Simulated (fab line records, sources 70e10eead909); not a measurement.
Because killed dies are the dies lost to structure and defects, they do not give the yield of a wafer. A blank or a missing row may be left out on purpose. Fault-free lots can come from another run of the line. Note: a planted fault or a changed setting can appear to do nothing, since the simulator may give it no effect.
Struck lot and sound lot, side by side -- flow nand_harc -- 15 steps out of a route of 1302
Sound: the wafers L657.3, L657.4, L657.5. Struck: wafers L656.1, L656.5. The cause is given at the end.
Each step with rows lists, per side, the tool, then ch with its chambers, then its first start. Under that, the readings that differ: sound wafers -- struck wafers -- difference of the means -- sigmas: that difference in standard deviations of wafers without a fault.
alike: readings whose means differ by less than 2 such deviations, and words and numbers that are the same on both sides. not compared: withheld readings, readings that some wafer has no value for, bounds like >300 that may hide the same value, and numbers for which the record gives no deviation and whose values overlap.
The two part at a step that has a row with sigmas, a row that says differs or no value, or rows on one side only. Numbers that have no deviation but don't overlap get no sigmas and don't part them. Lack of a reading on every wafer of one side parts them only where that side has two or more wafers.

first, 7 steps without rows for these wafers: NHARC_P_STI_COAT_41 (time 65 s); NHARC_P_STI_COAT_03 (resist thk 600 nm); NHARC_P_STI_SOFTBAKE_04 (time 70 s); NHARC_P_STI_EBR_05; NHARC_P_STI_EXPOSE_06 (exposes mask P STI, target cd 200 nm); NHARC_P_STI_PEB_07 (peb time 80 s); NHARC_P_STI_DEVELOP_08 (time 50 s).
NHARC_P_STI_CD_MEAS_09 targets a cd of 200 nm.
  sound on cd_sem-01 ch 0, day 7 18:50; struck on cd_sem-01 ch 0, day 7 10:56
  alike: cd_nm
NHARC_P_STI_OVL_MEAS_10:
  sound: overlay-01 at day 7 18:55; struck: overlay-02 at day 7 11:01
reading,sound,struck,difference,sigmas
overlay_y_nm (nm),5 5 5,-13 -12,-18,-3
  alike: overlay_x_nm
NHARC_P_STI_INSPECT_11:
  sound: defect_inspect-01 at day 7 18:58; struck: defect_inspect-01 at day 7 11:03
  alike: raw_defect_count
then, 1 step without rows for these wafers: NHARC_P_STI_HARDBAKE_13 (time 65 s).
NHARC_P_STI_DESCUM_14: chemistry O2, time 3 s.
  sound on rie_diel-08 ch 0,1,3, day 7 19:06; struck on rie_diel-01 ch 1, day 7 11:12
  alike: drypump_motor_current_A, oes_product_au, rf_vpp_V, showerhead_plenum_p_Torr, throttle_valve_pct
  not compared: rf_hours_counter_h
NHARC_P_STI_ETCH_42: etches the open film in N2/H2, target depth 80 nm, overetch 24 nm, time 61 s.
  sound on rie_diel-08 ch 0,1,2, day 7 19:11; struck on rie_diel-01 ch 0,2, day 7 11:17
reading,sound,struck,difference,sigmas
oes_product_au (a.u.),1.009 0.992 0.995,0.867 0.878,-0.126,-13
  alike: bias_w, drypump_motor_current_A, rf_vpp_V, showerhead_plenum_p_Torr, throttle_valve_pct
  not compared: rf_hours_counter_h
NHARC_P_STI_ETCH_31: etches the open film in CF4/CHF3, target depth 108.9 nm, time 54.5 s.
  sound: rie_diel-08 ch 0,1,2; struck: rie_diel-01 ch 2
  alike: bias_w, drypump_motor_current_A, oes_product_au, rf_vpp_V, showerhead_plenum_p_Torr, throttle_valve_pct
  not compared: rf_hours_counter_h
-- jump in the record: it breaks off in module P_STI and resumes in module END (first step shown: number 1302 of the route), and 22 days separate the struck wafers' starts before and after --
NHARC_END_SORT_01:
  sound on prober-02 ch 0, day 30 02:11; struck on prober-01 ch 0, day 29 08:33
  alike: killed_at_array, killed_at_other, killed_at_periphery, killed_dies, killed_open, killed_short

WHERE THEY PART
At NHARC_P_STI_OVL_MEAS_10 first; at NHARC_P_STI_ETCH_42 last (within this record only). Later steps at which nothing parts them and some readings are alike: NHARC_P_STI_ETCH_31, NHARC_END_SORT_01.

WHY: what the simulator had put in
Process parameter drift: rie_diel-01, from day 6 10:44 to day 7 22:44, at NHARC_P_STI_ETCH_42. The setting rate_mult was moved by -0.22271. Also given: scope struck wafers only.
